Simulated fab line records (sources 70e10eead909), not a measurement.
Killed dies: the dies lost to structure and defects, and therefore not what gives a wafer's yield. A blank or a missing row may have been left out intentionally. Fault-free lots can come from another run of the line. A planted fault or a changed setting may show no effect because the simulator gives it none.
fab line records ; flow nandHarc ; part 1 of 2: steps 1 to 26 of 38
[record] lots = 5; wafers = 15; lastDay = 23
route steps=1159 shown A_ONON_D1@425 A_CHANNEL_HOLE_D1@450
lots that met no fault: from a run of the same line without faults
startH: hours from the record's opening day to when the first of the lot's shown wafers began ; waitH: hours since the lot's step before ; " as in the row above ; L1.1+2: one row covering several wafers at once ; - no value present, or no start provided ; * or withheld: withheld ; < > ~ a bound
route shown NAME@n: a module of which the file shows steps, and the number in the route of the first ; usual: average and standard deviation across the fault-free wafers ; same: alike in all rows ; chamber/n: place in a boat ; sites: readings site by site ; _std_site: how widely they spread, as a standard deviation ; _edge_site: mean of outer sites minus mean of inner sites ; radiusMm: how far each site lies from the wafer's centre ; mask NAME#n: copy n ; behind: the last tool/chamber to shape the wafer ; hold: why the lot went on hold/how many hours it stayed there/how the hold came to an end ; device: whichever transistor did not switch (one of n, p or np) ; end of line: tests of these same wafers at the route's end ; for a step that has no rows: nothing shown but its recipe ; killed: at the first sort, the dies lost to defects and structure; wafer yield is something else ; map: shows each die of a wafer: x if killed, . if not, _ if none is there
set.NAME: the setting the step ran with; set.NAME@STEP: the setting that earlier step ran with ; model.NAME: the simulator's own value behind a step, which no gauge read
lots at selected steps of the route; one table per step, one row per wafer
services: the hour from which a tool's chamber was out of use, counted from the record's first day as startH (under 0 if before that day), plus the number of hours and why
[[steps]]
[step NHARC_A_ONON_D1_THK_MEAS_02]
[recipe] thkMeasGauge = ellipsometry
[usual] thkNm = 1002/9.7
lot.wafer;tool;chamber;startH;waitH;thkNm
L079.2;filmMetro-02;-;188.17;-;997
L079.4;filmMetro-02;-;188.17;-;999
L079.5;filmMetro-02;-;188.17;-;996
L087.2;filmMetro-02;-;235.83;-;990
L087.3;filmMetro-02;-;235.83;-;990
L087.6;filmMetro-02;-;235.83;-;992
L086.3;filmMetro-01;-;235.86;-;989
L086.5;filmMetro-01;-;235.86;-;991
L086.6;filmMetro-01;-;235.86;-;991
L093.2;filmMetro-02;-;265.20;-;1004
L093.3;filmMetro-02;-;265.20;-;1004
L093.5;filmMetro-02;-;265.20;-;1004
L094.1;filmMetro-02;-;277.23;-;1013
L094.5;filmMetro-02;-;277.23;-;1015
L094.6;filmMetro-02;-;277.23;-;1016
[step NHARC_A_ONON_D1_DEP_03]
[recipe] targetThkA = 10000; n2FlowSccm = 2750; n2oFlowSccm = 2000; nh3FlowSccm = 500; sih4FlowSccm = 210; tempC = 400
[usual] n2FlowSccm = 2749/7.4
lot.wafer;tool;chamber;startH;waitH;n2FlowSccm
L079.2;pecvdOnon-02;0;188.28;0.1;2753
L079.4;pecvdOnon-02;0;188.28;0.1;2747
L079.5;pecvdOnon-02;0;188.28;0.1;2744
L087.2;pecvdOnon-01;0;235.94;0.1;2749
L087.3;pecvdOnon-01;0;235.94;0.1;2756
L087.6;pecvdOnon-01;0;235.94;0.1;2744
L086.3;pecvdOnon-02;0;236.04;0.2;2744
L086.5;pecvdOnon-02;0;236.04;0.2;2745
L086.6;pecvdOnon-02;0;236.04;0.2;2747
L093.2;pecvdOnon-01;0;265.32;0.1;2746
L093.3;pecvdOnon-01;0;265.32;0.1;2750
L093.5;pecvdOnon-01;0;265.32;0.1;2745
L094.1;pecvdOnon-04;0;277.29;0.1;2751
L094.5;pecvdOnon-04;0;277.29;0.1;2741
L094.6;pecvdOnon-04;0;277.29;0.1;2753
[step NHARC_A_ONON_D1_THK_MEAS_05]
[recipe] thkMeasGauge = ellipsometry
[usual] thkNm = 1002/10
lot.wafer;tool;chamber;startH;waitH;thkNm
L079.2;filmMetro-02;-;188.73;-;1018
L079.4;filmMetro-02;-;188.73;-;1018
L079.5;filmMetro-02;-;188.73;-;1018
L087.2;filmMetro-02;-;236.40;-;992
L087.3;filmMetro-02;-;236.40;-;990
L087.6;filmMetro-02;-;236.40;-;990
L086.3;filmMetro-02;-;236.44;-;1020
L086.5;filmMetro-02;-;236.44;-;1017
L086.6;filmMetro-02;-;236.44;-;1018
L093.2;filmMetro-01;-;265.77;-;1014
L093.3;filmMetro-01;-;265.77;-;1015
L093.5;filmMetro-01;-;265.77;-;1016
L094.1;filmMetro-01;-;277.81;-;1019
L094.5;filmMetro-01;-;277.81;-;1023
L094.6;filmMetro-01;-;277.81;-;1022
[step NHARC_A_ONON_D1_DEP_06]
[recipe] targetThkA = 10000; n2FlowSccm = 2750; n2oFlowSccm = 2000; nh3FlowSccm = 500; sih4FlowSccm = 210; tempC = 400
[usual] n2FlowSccm = 2751/7.6
lot.wafer;tool;chamber;startH;waitH;n2FlowSccm
L079.2;pecvdOnon-04;0;188.84;0.1;2747
L079.4;pecvdOnon-04;0;188.84;0.1;2746
L079.5;pecvdOnon-04;0;188.84;0.1;2739
L087.2;pecvdOnon-04;0;236.51;0.1;2744
L087.3;pecvdOnon-04;0;236.51;0.1;2743
L087.6;pecvdOnon-04;0;236.51;0.1;2741
L086.3;pecvdOnon-01;0;236.61;0.2;2761
L086.5;pecvdOnon-01;0;236.61;0.2;2746
L086.6;pecvdOnon-01;0;236.61;0.2;2753
L093.2;pecvdOnon-04;0;265.89;0.1;2749
L093.3;pecvdOnon-04;0;265.89;0.1;2754
L093.5;pecvdOnon-04;0;265.89;0.1;2761
L094.1;pecvdOnon-01;0;277.87;0.1;2744
L094.5;pecvdOnon-01;0;277.87;0.1;2743
L094.6;pecvdOnon-01;0;277.87;0.1;2754
[step NHARC_A_ONON_D1_THK_MEAS_08]
[recipe] thkMeasGauge = ellipsometry
[usual] thkNm = 1002/12
lot.wafer;tool;chamber;startH;waitH;thkNm
L079.2;filmMetro-02;-;189.29;-;999
L079.4;filmMetro-02;-;189.29;-;1003
L079.5;filmMetro-02;-;189.29;-;1001
L087.2;filmMetro-01;-;237.00;-;984
L087.3;filmMetro-01;-;237.00;-;983
L087.6;filmMetro-01;-;237.00;-;984
L086.3;filmMetro-02;-;237.03;-;990
L086.5;filmMetro-02;-;237.03;-;991
L086.6;filmMetro-02;-;237.03;-;991
L093.2;filmMetro-01;-;266.34;-;1018
L093.3;filmMetro-01;-;266.34;-;1018
L093.5;filmMetro-01;-;266.34;-;1018
L094.1;filmMetro-01;-;278.37;-;993
L094.5;filmMetro-01;-;278.37;-;994
L094.6;filmMetro-01;-;278.37;-;995
[step NHARC_A_ONON_D1_DEP_09]
[recipe] targetThkA = 10000; n2FlowSccm = 2750; n2oFlowSccm = 2000; nh3FlowSccm = 500; sih4FlowSccm = 210; tempC = 400
[usual] n2FlowSccm = 2751/8.7
lot.wafer;tool;chamber;startH;waitH;n2FlowSccm
L079.2;pecvdOnon-01;0;189.41;0.1;2741
L079.4;pecvdOnon-01;0;189.41;0.1;2741
L079.5;pecvdOnon-01;0;189.41;0.1;2737
L087.2;pecvdOnon-02;0;237.11;0.1;2759
L087.3;pecvdOnon-02;0;237.11;0.1;2761
L087.6;pecvdOnon-02;0;237.11;0.1;2767
L086.3;pecvdOnon-01;0;237.21;0.2;2758
L086.5;pecvdOnon-01;0;237.21;0.2;2755
L086.6;pecvdOnon-01;0;237.21;0.2;2764
L093.2;pecvdOnon-02;0;266.46;0.1;2735
L093.3;pecvdOnon-02;0;266.46;0.1;2747
L093.5;pecvdOnon-02;0;266.46;0.1;2725
L094.1;pecvdOnon-02;0;278.43;0.1;2754
L094.5;pecvdOnon-02;0;278.43;0.1;2750
L094.6;pecvdOnon-02;0;278.43;0.1;2746
[step NHARC_A_ONON_D1_THK_MEAS_11]
[recipe] thkMeasGauge = ellipsometry
[usual] thkNm = 1001/9.1
lot.wafer;tool;chamber;startH;waitH;thkNm
L079.2;filmMetro-01;-;189.86;-;1010
L079.4;filmMetro-01;-;189.86;-;1011
L079.5;filmMetro-01;-;189.86;-;1010
L087.2;filmMetro-01;-;237.57;-;997
L087.3;filmMetro-01;-;237.57;-;996
L087.6;filmMetro-01;-;237.57;-;998
L086.3;filmMetro-01;-;237.60;-;1017
L086.5;filmMetro-01;-;237.60;-;1017
L086.6;filmMetro-01;-;237.60;-;1016
L093.2;filmMetro-01;-;266.91;-;986
L093.3;filmMetro-01;-;266.91;-;988
L093.5;filmMetro-01;-;266.91;-;986
L094.1;filmMetro-01;-;278.94;-;1002
L094.5;filmMetro-01;-;278.94;-;1002
L094.6;filmMetro-01;-;278.94;-;1000
[step NHARC_A_ONON_D1_DEP_12]
[recipe] targetThkA = 10000; n2FlowSccm = 2750; n2oFlowSccm = 2000; nh3FlowSccm = 500; sih4FlowSccm = 210; tempC = 400
[usual] n2FlowSccm = 2751/8
lot.wafer;tool;chamber;startH;waitH;n2FlowSccm
L079.2;pecvdOnon-02;0;189.97;0.1;2763
L079.4;pecvdOnon-02;0;189.97;0.1;2765
L079.5;pecvdOnon-02;0;189.97;0.1;2753
L087.2;pecvdOnon-02;0;237.68;0.1;2758
L087.3;pecvdOnon-02;0;237.68;0.1;2767
L087.6;pecvdOnon-02;0;237.68;0.1;2755
L086.3;pecvdOnon-01;0;237.78;0.2;2756
L086.5;pecvdOnon-01;0;237.78;0.2;2752
L086.6;pecvdOnon-01;0;237.78;0.2;2755
L093.2;pecvdOnon-01;0;267.02;0.1;2755
L093.3;pecvdOnon-01;0;267.02;0.1;2748
L093.5;pecvdOnon-01;0;267.02;0.1;2750
L094.1;pecvdOnon-04;0;279.00;0.1;2744
L094.5;pecvdOnon-04;0;279.00;0.1;2753
L094.6;pecvdOnon-04;0;279.00;0.1;2751
[step NHARC_A_ONON_D1_THK_MEAS_14]
[recipe] thkMeasGauge = ellipsometry
[usual] thkNm = 996/11
lot.wafer;tool;chamber;startH;waitH;thkNm
L079.2;filmMetro-01;-;190.42;-;998
L079.4;filmMetro-01;-;190.42;-;999
L079.5;filmMetro-01;-;190.42;-;998
L087.2;filmMetro-02;-;238.13;-;985
L087.3;filmMetro-02;-;238.13;-;985
L087.6;filmMetro-02;-;238.13;-;987
L086.3;filmMetro-01;-;238.17;-;987
L086.5;filmMetro-01;-;238.17;-;989
L086.6;filmMetro-01;-;238.17;-;988
L093.2;filmMetro-01;-;267.49;-;996
L093.3;filmMetro-01;-;267.49;-;997
L093.5;filmMetro-01;-;267.49;-;996
L094.1;filmMetro-01;-;279.53;-;997
L094.5;filmMetro-01;-;279.53;-;998
L094.6;filmMetro-01;-;279.53;-;998
[step NHARC_A_ONON_D1_ANNEAL_15]
[recipe] tempC = 750; timeS = 3600
[usual] spikeTcBottomC = 764.1/1.6; spikeTcCentreC = 750.8/0.92; zonePowerBottomPct = 18.4/0.89; zonePowerTopPct = 23.5/1.3
[same] timeS = 3600
lot.wafer;tool;chamber;startH;waitH;spikeTcBottomC;spikeTcCentreC;zonePowerBottomPct;zonePowerTopPct
L079.2;furnace-04;0;193.14;2.7;764.0;751.8;18.3;23.3
L079.4;furnace-04;0;193.14;2.7;764.4;750.6;18.4;23.4
L079.5;furnace-04;0;193.14;2.7;764.1;750.7;18.1;23.2
L086.3;furnace-04;0;243.88;5.7;765.5;751.0;18.0;23.3
L086.5;furnace-04;0;243.88;5.7;762.7;750.3;18.3;23.0
L086.6;furnace-04;0;243.88;5.7;762.9;749.5;18.2;23.1
L087.2;furnace-04;0;243.88;5.7;763.5;750.1;18.1;23.2
L087.3;furnace-04;0;243.88;5.7;764.9;750.3;18.1;23.2
L087.6;furnace-04;0;243.88;5.7;762.2;750.6;18.2;23.4
L093.2;furnace-04;0;270.19;2.7;764.4;751.2;18.1;23.1
L093.3;furnace-04;0;270.19;2.7;763.6;752.1;18.5;23.8
L093.5;furnace-04;0;270.19;2.7;762.7;751.3;18.1;23.2
L094.1;furnace-04;0;282.27;2.7;765.3;750.8;18.6;23.1
L094.5;furnace-04;0;282.27;2.7;763.0;751.8;18.4;23.4
L094.6;furnace-04;0;282.27;2.7;763.8;751.5;18.2;23.0
[step NHARC_A_ONON_D1_DEP_16]
[recipe] targetThkA = 10000; n2FlowSccm = 2750; n2oFlowSccm = 2000; nh3FlowSccm = 500; sih4FlowSccm = 210; tempC = 400
[usual] n2FlowSccm = 2749/9
lot.wafer;tool;chamber;startH;waitH;n2FlowSccm
L079.2;pecvdOnon-02;0;197.05;0.1;2737
L079.4;pecvdOnon-02;0;197.05;0.1;2734
L079.5;pecvdOnon-02;0;197.05;0.1;2742
L087.2;pecvdOnon-02;0;248.03;0.3;2749
L087.3;pecvdOnon-02;0;248.03;0.3;2736
L087.6;pecvdOnon-02;0;248.03;0.3;2758
L086.3;pecvdOnon-01;0;248.08;0.3;2746
L086.5;pecvdOnon-01;0;248.08;0.3;2738
L086.6;pecvdOnon-01;0;248.08;0.3;2743
L093.2;pecvdOnon-04;0;274.17;0.1;2748
L093.3;pecvdOnon-04;0;274.17;0.1;2745
L093.5;pecvdOnon-04;0;274.17;0.1;2762
L094.1;pecvdOnon-01;0;286.08;0.1;2744
L094.5;pecvdOnon-01;0;286.08;0.1;2745
L094.6;pecvdOnon-01;0;286.08;0.1;2736
[step NHARC_A_ONON_D1_THK_MEAS_18]
[recipe] thkMeasGauge = ellipsometry
[usual] thkNm = 1001/12
lot.wafer;tool;chamber;startH;waitH;thkNm
L079.2;filmMetro-01;-;197.50;-;985
L079.4;filmMetro-01;-;197.50;-;982
L079.5;filmMetro-01;-;197.50;-;984
L086.3;filmMetro-01;-;248.47;-;1011
L086.5;filmMetro-01;-;248.47;-;1013
L086.6;filmMetro-01;-;248.47;-;1011
L087.2;filmMetro-01;-;248.48;-;1009
L087.3;filmMetro-01;-;248.48;-;1010
L087.6;filmMetro-01;-;248.48;-;1009
L093.2;filmMetro-02;-;274.63;-;1001
L093.3;filmMetro-02;-;274.63;-;1001
L093.5;filmMetro-02;-;274.63;-;1001
L094.1;filmMetro-02;-;286.60;-;992
L094.5;filmMetro-02;-;286.60;-;990
L094.6;filmMetro-02;-;286.60;-;990
[step NHARC_A_ONON_D1_DEP_19]
[recipe] targetThkA = 10000; n2FlowSccm = 2750; n2oFlowSccm = 2000; nh3FlowSccm = 500; sih4FlowSccm = 210; tempC = 400
[usual] n2FlowSccm = 2749/6.8
lot.wafer;tool;chamber;startH;waitH;n2FlowSccm
L079.2;pecvdOnon-02;0;197.62;0.1;2742
L079.4;pecvdOnon-02;0;197.62;0.1;2762
L079.5;pecvdOnon-02;0;197.62;0.1;2740
L087.2;pecvdOnon-02;0;248.73;0.3;2749
L087.3;pecvdOnon-02;0;248.73;0.3;2753
L087.6;pecvdOnon-02;0;248.73;0.3;2744
L086.3;pecvdOnon-01;0;248.78;0.3;2746
L086.5;pecvdOnon-01;0;248.78;0.3;2740
L086.6;pecvdOnon-01;0;248.78;0.3;2755
L093.2;pecvdOnon-01;0;274.74;0.1;2747
L093.3;pecvdOnon-01;0;274.74;0.1;2757
L093.5;pecvdOnon-01;0;274.74;0.1;2748
L094.1;pecvdOnon-02;0;286.65;0.1;2752
L094.5;pecvdOnon-02;0;286.65;0.1;2737
L094.6;pecvdOnon-02;0;286.65;0.1;2746
[step NHARC_A_ONON_D1_THK_MEAS_21]
[recipe] thkMeasGauge = ellipsometry
[usual] thkNm = 998/9
lot.wafer;tool;chamber;startH;waitH;thkNm
L079.2;filmMetro-02;-;198.07;-;1005
L079.4;filmMetro-02;-;198.07;-;1007
L079.5;filmMetro-02;-;198.07;-;1006
L086.3;filmMetro-02;-;249.17;-;992
L086.5;filmMetro-02;-;249.17;-;992
L086.6;filmMetro-02;-;249.17;-;993
L087.2;filmMetro-02;-;249.18;-;1005
L087.3;filmMetro-02;-;249.18;-;1006
L087.6;filmMetro-02;-;249.18;-;1003
L093.2;filmMetro-02;-;275.20;-;1000
L093.3;filmMetro-02;-;275.20;-;1001
L093.5;filmMetro-02;-;275.20;-;999
L094.1;filmMetro-02;-;287.16;-;1003
L094.5;filmMetro-02;-;287.16;-;1003
L094.6;filmMetro-02;-;287.16;-;1003
[step NHARC_A_ONON_D1_DEP_22]
[recipe] targetThkA = 10000; n2FlowSccm = 2750; n2oFlowSccm = 2000; nh3FlowSccm = 500; sih4FlowSccm = 210; tempC = 400
[usual] n2FlowSccm = 2748/6.2
lot.wafer;tool;chamber;startH;waitH;n2FlowSccm
L079.2;pecvdOnon-02;0;198.19;0.1;2752
L079.4;pecvdOnon-02;0;198.19;0.1;2752
L079.5;pecvdOnon-02;0;198.19;0.1;2748
L087.2;pecvdOnon-02;0;249.44;0.3;2739
L087.3;pecvdOnon-02;0;249.44;0.3;2745
L087.6;pecvdOnon-02;0;249.44;0.3;2748
L086.3;pecvdOnon-01;0;249.47;0.3;2748
L086.5;pecvdOnon-01;0;249.47;0.3;2739
L086.6;pecvdOnon-01;0;249.47;0.3;2754
L093.2;pecvdOnon-02;0;275.32;0.1;2750
L093.3;pecvdOnon-02;0;275.32;0.1;2744
L093.5;pecvdOnon-02;0;275.32;0.1;2741
L094.1;pecvdOnon-04;0;287.22;0.1;2751
L094.5;pecvdOnon-04;0;287.22;0.1;2759
L094.6;pecvdOnon-04;0;287.22;0.1;2744
[step NHARC_A_ONON_D1_THK_MEAS_24]
[recipe] thkMeasGauge = ellipsometry
[usual] thkNm = 1000/8.5
lot.wafer;tool;chamber;startH;waitH;thkNm
L079.2;filmMetro-01;-;198.64;-;1006
L079.4;filmMetro-01;-;198.64;-;1005
L079.5;filmMetro-01;-;198.64;-;1006
L086.3;filmMetro-01;-;249.87;-;1004
L086.5;filmMetro-01;-;249.87;-;1004
L086.6;filmMetro-01;-;249.87;-;1004
L087.2;filmMetro-01;-;249.89;-;1003
L087.3;filmMetro-01;-;249.89;-;1003
L087.6;filmMetro-01;-;249.89;-;1002
L093.2;filmMetro-02;-;275.76;-;984
L093.3;filmMetro-02;-;275.76;-;985
L093.5;filmMetro-02;-;275.76;-;985
L094.1;filmMetro-02;-;287.74;-;994
L094.5;filmMetro-02;-;287.74;-;993
L094.6;filmMetro-02;-;287.74;-;992
[step NHARC_A_ONON_D1_DEP_25]
[recipe] targetThkA = 10000; n2FlowSccm = 2750; n2oFlowSccm = 2000; nh3FlowSccm = 500; sih4FlowSccm = 210; tempC = 400
[usual] n2FlowSccm = 2750/8.2
lot.wafer;tool;chamber;startH;waitH;n2FlowSccm
L079.2;pecvdOnon-02;0;198.75;0.1;2760
L079.4;pecvdOnon-02;0;198.75;0.1;2761
L079.5;pecvdOnon-02;0;198.75;0.1;2766
L087.2;pecvdOnon-01;0;250.12;0.2;2749
L087.3;pecvdOnon-01;0;250.12;0.2;2747
L087.6;pecvdOnon-01;0;250.12;0.2;2754
L086.3;pecvdOnon-04;0;250.12;0.3;2755
L086.5;pecvdOnon-04;0;250.12;0.3;2755
L086.6;pecvdOnon-04;0;250.12;0.3;2753
L093.2;pecvdOnon-04;0;275.88;0.1;2747
L093.3;pecvdOnon-04;0;275.88;0.1;2744
L093.5;pecvdOnon-04;0;275.88;0.1;2732
L094.1;pecvdOnon-01;0;287.80;0.1;2751
L094.5;pecvdOnon-01;0;287.80;0.1;2742
L094.6;pecvdOnon-01;0;287.80;0.1;2745
[step NHARC_A_ONON_D1_THK_MEAS_27]
[recipe] thkMeasGauge = ellipsometry
[usual] thkNm = 999/8.4
lot.wafer;tool;chamber;startH;waitH;thkNm
L079.2;filmMetro-01;-;199.20;-;987
L079.4;filmMetro-01;-;199.20;-;986
L079.5;filmMetro-01;-;199.20;-;986
L086.3;filmMetro-02;-;250.51;-;991
L086.5;filmMetro-02;-;250.51;-;991
L086.6;filmMetro-02;-;250.51;-;992
L087.2;filmMetro-01;-;250.57;-;998
L087.3;filmMetro-01;-;250.57;-;997
L087.6;filmMetro-01;-;250.57;-;999
L093.2;filmMetro-01;-;276.33;-;1010
L093.3;filmMetro-01;-;276.33;-;1009
L093.5;filmMetro-01;-;276.33;-;1010
L094.1;filmMetro-01;-;288.30;-;996
L094.5;filmMetro-01;-;288.30;-;995
L094.6;filmMetro-01;-;288.30;-;996
[step NHARC_A_ONON_D1_DEP_28]
[recipe] targetThkA = 10000; n2FlowSccm = 2750; n2oFlowSccm = 2000; nh3FlowSccm = 500; sih4FlowSccm = 210; tempC = 400
[usual] n2FlowSccm = 2749/8.5
lot.wafer;tool;chamber;startH;waitH;n2FlowSccm
L079.2;pecvdOnon-02;0;199.32;0.1;2755
L079.4;pecvdOnon-02;0;199.32;0.1;2756
L079.5;pecvdOnon-02;0;199.32;0.1;2747
L086.3;pecvdOnon-01;0;250.68;0.2;2753
L086.5;pecvdOnon-01;0;250.68;0.2;2743
L086.6;pecvdOnon-01;0;250.68;0.2;2744
L087.2;pecvdOnon-02;0;250.69;0.1;2748
L087.3;pecvdOnon-02;0;250.69;0.1;2741
L087.6;pecvdOnon-02;0;250.69;0.1;2753
L093.2;pecvdOnon-01;0;276.46;0.1;2742
L093.3;pecvdOnon-01;0;276.46;0.1;2747
L093.5;pecvdOnon-01;0;276.46;0.1;2749
L094.1;pecvdOnon-02;0;288.36;0.1;2762
L094.5;pecvdOnon-02;0;288.36;0.1;2757
L094.6;pecvdOnon-02;0;288.36;0.1;2765
[step NHARC_A_ONON_D1_THK_MEAS_30]
[recipe] thkMeasGauge = ellipsometry
[usual] thkNm = 999/9.2
lot.wafer;tool;chamber;startH;waitH;thkNm
L079.2;filmMetro-02;-;199.77;-;995
L079.4;filmMetro-02;-;199.77;-;995
L079.5;filmMetro-02;-;199.77;-;996
L086.3;filmMetro-01;-;251.10;-;1011
L086.5;filmMetro-01;-;251.10;-;1008
L086.6;filmMetro-01;-;251.10;-;1010
L087.2;filmMetro-02;-;251.16;-;1005
L087.3;filmMetro-02;-;251.16;-;1005
L087.6;filmMetro-02;-;251.16;-;1002
L093.2;filmMetro-01;-;276.92;-;994
L093.3;filmMetro-01;-;276.92;-;996
L093.5;filmMetro-01;-;276.92;-;996
L094.1;filmMetro-02;-;288.87;-;992
L094.5;filmMetro-02;-;288.87;-;994
L094.6;filmMetro-02;-;288.87;-;995
[step NHARC_A_ONON_D1_DEP_33]
[recipe] targetThkA = 2000; tempC = 400; pressureTorr = 6.5; rfW = 900; teosFlowSccm = 161.4; flowSccm = 2650; targetThkNm = 200; gas = O2; material = SiO2
[usual] heaterPowerW = 545/100; mfcPrecursorSccm = 161.4/0.46; rfFwdPowerW = 897.7/2.6; throttleValvePct = 15.7/0.53
lot.wafer;tool;chamber;startH;waitH;heaterPowerW;mfcPrecursorSccm;rfFwdPowerW;throttleValvePct
L079.2;pecvd-01;0;199.87;0.1;436;161.8;900.4;16.2
L079.5;pecvd-01;2;199.87;0.1;729;160.7;897.4;15.7
L079.4;pecvd-01;0;199.87;0.1;461;161.5;897.5;16.1
L086.3;pecvd-02;0;251.25;0.1;377;161.5;900.9;14.7
L086.6;pecvd-02;1;251.25;0.1;633;160.8;897.0;15.5
L086.5;pecvd-02;0;251.25;0.1;386;161.3;898.7;14.9
L087.3;pecvd-01;1;251.27;0.1;535;161.2;895.7;15.3
L087.2;pecvd-01;2;251.27;0.1;622;161.3;894.8;15.1
L087.6;pecvd-01;0;251.27;0.1;335;161.5;898.2;15.8
L093.3;pecvd-02;2;277.12;0.2;520;162.2;897.0;16.1
L093.2;pecvd-02;0;277.12;0.2;372;161.0;898.2;15.0
L093.5;pecvd-02;2;277.12;0.2;536;161.3;897.8;16.0
L094.1;pecvd-02;1;289.01;0.1;643;162.1;896.6;15.1
L094.6;pecvd-02;0;289.01;0.1;346;161.7;902.4;15.3
L094.5;pecvd-02;1;289.01;0.1;641;161.9;896.1;15.2
[step NHARC_A_ONON_D1_THK_MEAS_34]
[recipe] thkMeasGauge = ellipsometry
[usual] thkNm = 200.6/2.9
lot.wafer;tool;chamber;startH;waitH;thkNm
L079.2;filmMetro-02;-;200.24;-;201.7
L079.4;filmMetro-02;-;200.24;-;202.2
L079.5;filmMetro-02;-;200.24;-;202.3
L086.3;filmMetro-01;-;251.57;-;196.4
L086.5;filmMetro-01;-;251.57;-;197.1
L086.6;filmMetro-01;-;251.57;-;202.0
L087.2;filmMetro-01;-;251.64;-;199.8
L087.3;filmMetro-01;-;251.64;-;203.4
L087.6;filmMetro-01;-;251.64;-;205.1
L093.2;filmMetro-01;-;277.48;-;197.1
L093.3;filmMetro-01;-;277.48;-;197.4
L093.5;filmMetro-01;-;277.48;-;200.2
L094.1;filmMetro-01;-;289.34;-;198.9
L094.5;filmMetro-01;-;289.34;-;200.9
L094.6;filmMetro-01;-;289.34;-;200.8
[step NHARC_A_ONON_D1_INSPECT_32]
[usual] rawDefectCount = 72/28
lot.wafer;tool;chamber;startH;waitH;rawDefectCount
L079.2;defectInspect-02;-;200.30;0.0;64
L079.4;defectInspect-02;-;200.30;0.0;186
L079.5;defectInspect-02;-;200.30;0.0;90
L086.3;defectInspect-02;-;251.66;0.0;59
L086.5;defectInspect-02;-;251.66;0.0;80
L086.6;defectInspect-02;-;251.66;0.0;111
L087.2;defectInspect-01;-;251.70;0.0;54
L087.3;defectInspect-01;-;251.70;0.0;49
L087.6;defectInspect-01;-;251.70;0.0;63
L093.2;defectInspect-02;-;277.57;0.0;81
L093.3;defectInspect-02;-;277.57;0.0;86
L093.5;defectInspect-02;-;277.57;0.0;128
L094.1;defectInspect-02;-;289.40;0.0;104
L094.5;defectInspect-02;-;289.40;0.0;81
L094.6;defectInspect-02;-;289.40;0.0;48
[step NHARC_A_CHANNEL_HOLE_D1_DEP_00]
[recipe] targetThkA = 31000; tempC = 400; material = aC
[usual] throttleValvePct = 35.001/0.0096
lot.wafer;tool;chamber;startH;waitH;throttleValvePct
L079.2;aclDep-02;0;200.85;0.5;35.019
L079.4;aclDep-02;0;200.85;0.5;34.995
L079.5;aclDep-02;0;200.85;0.5;34.981
L087.2;aclDep-03;0;252.21;0.5;34.999
L087.3;aclDep-03;0;252.21;0.5;35.003
L087.6;aclDep-03;0;252.21;0.5;35.006
L086.3;aclDep-01;0;252.48;0.8;34.984
L086.5;aclDep-01;0;252.48;0.8;34.999
L086.6;aclDep-01;0;252.48;0.8;34.992
L093.2;aclDep-02;0;278.16;0.6;35.008
L093.3;aclDep-02;0;278.16;0.6;35.007
L093.5;aclDep-02;0;278.16;0.6;35.007
L094.1;aclDep-03;0;289.47;0.1;34.997
L094.5;aclDep-03;0;290.74;1.3;34.999
L094.6;aclDep-03;0;290.74;1.3;35.000
[step NHARC_A_CHANNEL_HOLE_D1_DEP_01]
[recipe] targetThkA = 1400; targetThkNm = 140; tempC = 400; pressureTorr = 3.5; flowSccm = 200; rfW = 350; material = SiON
[usual] heaterPowerW = 737/82; rfFwdPowerW = 348.3/1.3
lot.wafer;tool;chamber;startH;waitH;heaterPowerW;rfFwdPowerW
L079.2;pecvd-02;1;202.51;1.3;713;348.2
L079.4;pecvd-02;2;202.51;1.3;742;349.3
L079.5;pecvd-02;1;202.51;1.3;721;350.1
L087.2;pecvd-02;2;253.83;1.3;800;349.3
L087.3;pecvd-02;0;253.83;1.3;607;346.0
L087.6;pecvd-02;2;253.83;1.3;805;347.3
L086.3;pecvd-03;2;253.85;1.1;734;348.6
L086.6;pecvd-03;0;253.85;1.1;741;346.8
L086.5;pecvd-03;2;253.85;1.1;742;348.6
L093.2;pecvd-02;1;279.77;1.3;822;347.3
L093.3;pecvd-02;0;279.77;1.3;533;349.6
L093.5;pecvd-02;0;279.77;1.3;557;349.2
L094.1;pecvd-03;2;291.48;1.7;695;349.0
L094.5;pecvd-03;0;291.48;1.7;785;348.6
L094.6;pecvd-03;2;291.48;1.7;706;349.6
[step NHARC_A_CHANNEL_HOLE_D1_DEHYDRATE_02]
[recipe] tempC = 150; timeS = 120
[usual] plateTempC = 150.02/0.16
[same] timeS = 120
lot.wafer;tool;chamber;startH;waitH;plateTempC
L079.2;lithoTrack-06;0;202.73;0.2;150.10
L079.4;lithoTrack-06;0;202.73;0.2;150.09
L079.5;lithoTrack-06;0;202.73;0.2;149.89
L086.3;lithoTrack-06;0;254.06;0.2;150.00
L086.5;lithoTrack-06;0;254.06;0.2;149.88
L086.6;lithoTrack-06;0;254.06;0.2;149.81
L087.2;lithoTrack-04;0;254.10;0.2;150.21
L087.3;lithoTrack-04;0;254.10;0.2;149.97
L087.6;lithoTrack-04;0;254.10;0.2;150.07
L093.2;lithoTrack-06;0;280.04;0.2;149.88
L093.3;lithoTrack-06;0;280.04;0.2;149.90
L093.5;lithoTrack-06;0;280.04;0.2;149.86
L094.1;lithoTrack-01;0;291.70;0.2;150.12
L094.5;lithoTrack-01;0;291.70;0.2;149.97
L094.6;lithoTrack-01;0;291.70;0.2;149.91
